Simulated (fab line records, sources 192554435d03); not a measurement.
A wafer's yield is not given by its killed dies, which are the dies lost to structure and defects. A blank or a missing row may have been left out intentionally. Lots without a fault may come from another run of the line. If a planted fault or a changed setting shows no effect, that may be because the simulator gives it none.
Which tool did it? | flow n5-finfet | 33 wafers from 11 lots sampled at 5 of the route's 1938 steps

WHAT THE GAUGES SHOWED, per wafer
N5_WELL_APT_INSPECT_38: inspects for defects (darkfield).
lot  | measured    | on                | raw-defect-count
L631 | day 1 16:50 | defect-inspect-01 | 6 11 20
L635 | day 2 17:33 | defect-inspect-02 | 22 13 14
L636 | day 2 22:47 | defect-inspect-02 | 5 9 12
L638 | day 3 10:50 | defect-inspect-02 | 10 20 15
L639 | day 3 17:25 | defect-inspect-01 | 7 18 17
L640 | day 3 22:44 | defect-inspect-01 | 24 19 20
L641 | day 4 04:59 | defect-inspect-02 | 14 9 10
L642 | day 4 11:17 | defect-inspect-01 | 15 21 18
L644 | day 4 23:17 | defect-inspect-01 | 20 21 17
L648 | day 5 23:46 | defect-inspect-02 | 11 14 10
L654 | day 7 11:08 | defect-inspect-02 | 12 12 16

N5_PMOS_HMC_CHANNEL_EPI_CD_MEAS_09: the cd target is 237.4 nm.
lot  | measured    | on        | cd-nm (nm)
L631 | day 1 17:17 | cd-sem-03 | 239.5 237.7 237.1
L635 | day 2 17:52 | cd-sem-03 | 237.0 235.6 237.0
L636 | day 2 23:15 | cd-sem-02 | 237.9 237.6 238.8
L638 | day 3 11:17 | cd-sem-02 | 236.2 235.9 235.8
L639 | day 3 17:52 | cd-sem-02 | 236.0 238.3 237.2
L640 | day 3 23:11 | cd-sem-02 | 237.1 235.7 235.9
L641 | day 4 05:25 | cd-sem-01 | 235.9 236.5 236.9
L642 | day 4 11:36 | cd-sem-01 | 235.8 237.1 238.1
L644 | day 4 23:43 | cd-sem-01 | 238.7 236.1 236.4
L648 | day 6 00:05 | cd-sem-03 | 237.9 237.5 237.1
L654 | day 7 11:28 | cd-sem-03 | 239.2 238.0 239.1

N5_PMOS_HMC_CHANNEL_EPI_INSPECT_11: inspects for defects (macro).
lot  | measured    | on                | raw-defect-count
L631 | day 1 17:20 | defect-inspect-02 | 3 3 2
L635 | day 2 17:55 | defect-inspect-01 | 0 1 2
L636 | day 2 23:18 | defect-inspect-02 | 5 1 4
L638 | day 3 11:20 | defect-inspect-02 | 1 1 2
L639 | day 3 17:55 | defect-inspect-02 | 1 3 2
L640 | day 3 23:14 | defect-inspect-02 | 3 2 2
L641 | day 4 05:29 | defect-inspect-02 | 3 0 1
L642 | day 4 11:39 | defect-inspect-02 | 5 2 4
L644 | day 4 23:46 | defect-inspect-01 | 2 4 0
L648 | day 6 00:08 | defect-inspect-01 | 3 3 1
L654 | day 7 11:31 | defect-inspect-02 | 1 0 1

N5_BEOL_M4_RC_MEAS_101.
lot  | measured     | on        | DIBL_N (mV/V)  | DIBL_P (mV/V)  | IOFF_N (nA/um)    | IOFF_P (nA/um) | ION_N (uA/um) | ION_P (uA/um) | RS_NWELL (ohm/sq) | SS_N (mV/dec)  | SS_P (mV/dec)  | VT_N (mV)   | VT_P (mV)
L631 | day 8 20:48  | prober-02 | 35.8 36.6 36.6 | 37.4 37.3 37.5 | 0.150 0.153 0.164 | 0.20 0.20 0.21 | 673 659 671   | 460 447 459   | 1038 1035 1037    | 71.2 71.3 71.5 | 73.4 73.6 73.1 | 248 251 251 | -251 -252 -254
L635 | day 9 19:52  | prober-01 | 37.4 34.0 35.3 | 39.1 34.9 35.5 | 0.216 0.136 0.154 | 0.26 0.20 0.19 | 689 673 667   | 473 460 454   | 1032 1035 1032    | 71.9 70.8 71.1 | 73.9 73.1 73.5 | 241 251 250 | -246 -253 -253
L636 | day 10 01:51 | prober-02 | 33.8 38.0 36.7 | 34.1 39.1 37.2 | 0.128 0.205 0.165 | 0.17 0.24 0.19 | 663 686 679   | 456 462 464   | 1027 1047 1040    | 71.1 72.1 71.7 | 72.2 73.4 73.5 | 251 247 248 | -250 -246 -254
L638 | day 11 03:57 | prober-01 | 35.2 35.8 37.1 | 33.9 34.4 36.6 | 0.121 0.130 0.148 | 0.16 0.16 0.19 | 656 657 664   | 441 441 452   | 1045 1052 1049    | 71.2 71.6 71.6 | 73.0 72.5 73.4 | 254 257 252 | -259 -258 -256
L639 | day 11 16:36 | prober-01 | 35.4 34.2 36.1 | 35.6 34.4 38.2 | 0.146 0.130 0.167 | 0.17 0.15 0.20 | 671 657 672   | 458 442 455   | 1049 1036 1035    | 71.8 72.3 72.0 | 72.9 72.1 73.4 | 250 255 249 | -255 -256 -251
L640 | day 10 09:16 | prober-01 | 38.3 38.0 38.2 | 37.5 36.8 37.1 | 0.176 0.173 0.184 | 0.27 0.24 0.26 | 669 692 678   | 462 473 468   | 944 945 945       | 71.5 71.6 71.8 | 74.3 73.7 74.1 | 248 247 247 | -245 -248 -243
L641 | day 11 11:47 | prober-02 | 37.8 37.7 35.8 | 38.0 36.4 34.1 | 0.182 0.181 0.142 | 0.23 0.19 0.16 | 673 684 659   | 463 456 445   | 952 948 958       | 71.8 72.6 71.4 | 73.8 73.7 72.9 | 250 249 253 | -252 -254 -255
L642 | day 11 20:03 | prober-01 | 36.5 34.5 36.1 | 36.5 33.8 36.9 | 0.153 0.119 0.135 | 0.20 0.16 0.20 | 663 657 658   | 457 449 459   | 945 958 947       | 71.3 70.7 70.6 | 73.3 72.7 73.9 | 250 256 253 | -253 -254 -252
L644 | day 12 14:15 | prober-02 | 39.6 37.1 38.9 | 38.4 35.3 36.7 | 0.228 0.165 0.199 | 0.24 0.20 0.22 | 701 671 681   | 467 455 456   | 1038 1025 1040    | 72.1 71.9 71.9 | 73.0 73.3 73.1 | 246 248 248 | -248 -252 -251
L648 | day 13 05:35 | prober-01 | 36.0 34.9 36.2 | 35.5 33.7 38.1 | 0.161 0.129 0.158 | 0.20 0.17 0.23 | 663 654 675   | 454 449 464   | 1039 1050 1042    | 71.7 71.8 72.1 | 72.9 72.5 73.4 | 253 257 253 | -254 -254 -251
L654 | day 14 23:20 | prober-02 | 37.0 32.8 32.9 | 37.7 33.8 34.5 | 0.179 0.114 0.119 | 0.27 0.20 0.23 | 671 657 660   | 468 466 464   | 1044 1027 1035    | 72.1 70.8 70.8 | 73.9 72.3 73.0 | 248 255 249 | -245 -246 -247

WHICH TOOL RAN EACH LOT (tool, then ch and the chambers of the sampled wafers, then the start)
lot  | N5_WELL_APT_IMPLANT_14
L631 | implanter-01 ch 0, day 1 14:07
L635 | implanter-01 ch 0, day 2 14:15
L636 | implanter-02 ch 0, day 2 19:59
L638 | implanter-01 ch 0, day 3 08:02
L639 | implanter-02 ch 0, day 3 14:21
L640 | implanter-01 ch 0, day 3 20:09
L641 | implanter-01 ch 0, day 4 02:02
L642 | implanter-01 ch 0, day 4 07:58
L644 | implanter-02 ch 0, day 4 20:27
L648 | implanter-02 ch 0, day 5 20:14
L654 | implanter-01 ch 0, day 7 08:01
- N5_WELL_APT_IMPLANT_14

AS READ BY THE TOOLS THEMSELVES (means over the sampled wafers that have a number; for cases with no such wafer, the mark the record gives instead)
N5_WELL_APT_IMPLANT_14.
lot  | tool         | beam-energy-keV
L631 | implanter-01 | 160.01
L635 | implanter-01 | 159.94
L636 | implanter-02 | 160.00
L638 | implanter-01 | 160.01
L639 | implanter-02 | 160.04
L640 | implanter-01 | 191.14
L641 | implanter-01 | 191.14
L642 | implanter-01 | 191.18
L644 | implanter-02 | 160.01
L648 | implanter-02 | 160.01
L654 | implanter-01 | 159.95

THE ANSWER, worked out from the rows above alone
Rule: the usual values come from the lots themselves. The widest of any qualifying gaps counts: lots, ordered by their means at a reading, are off when they make up no more than a third of the lots, leave a main group of 4 or more, and stand apart from it by 3 or more times the standard deviation of that group's means. Not used: any main group whose means are identical at the precision the tables above print for the reading. A lot without any number at a reading at which 4 lots or more have one is off too. All remaining lots with rows at the step are treated as sound. Order of review: gauges by route order, followed by the tools' own readings, for which a lot's mean as printed above is used. At the first step where some lot is off, the reading lying furthest off is the one used; lots without a number count as furthest.
Off: L640, L641, L642, seen at N5_BEOL_M4_RC_MEAS_101 (RS_NWELL). The main group has a mean of 1039 ohm/sq with a standard deviation of 4.9.
If a tool, at a process step before that reading, ran all the lots that are off and no sound lot after the first of them, it fits. Not tried: the gauges at N5_BEOL_M4_RC_MEAS_101; whatever is off there is also off at N5_WELL_APT_IMPLANT_14, on other tools, and gauge error can't account for it. Not one of the candidates tried fits.

WHAT THE SIMULATOR HAD PUT IN
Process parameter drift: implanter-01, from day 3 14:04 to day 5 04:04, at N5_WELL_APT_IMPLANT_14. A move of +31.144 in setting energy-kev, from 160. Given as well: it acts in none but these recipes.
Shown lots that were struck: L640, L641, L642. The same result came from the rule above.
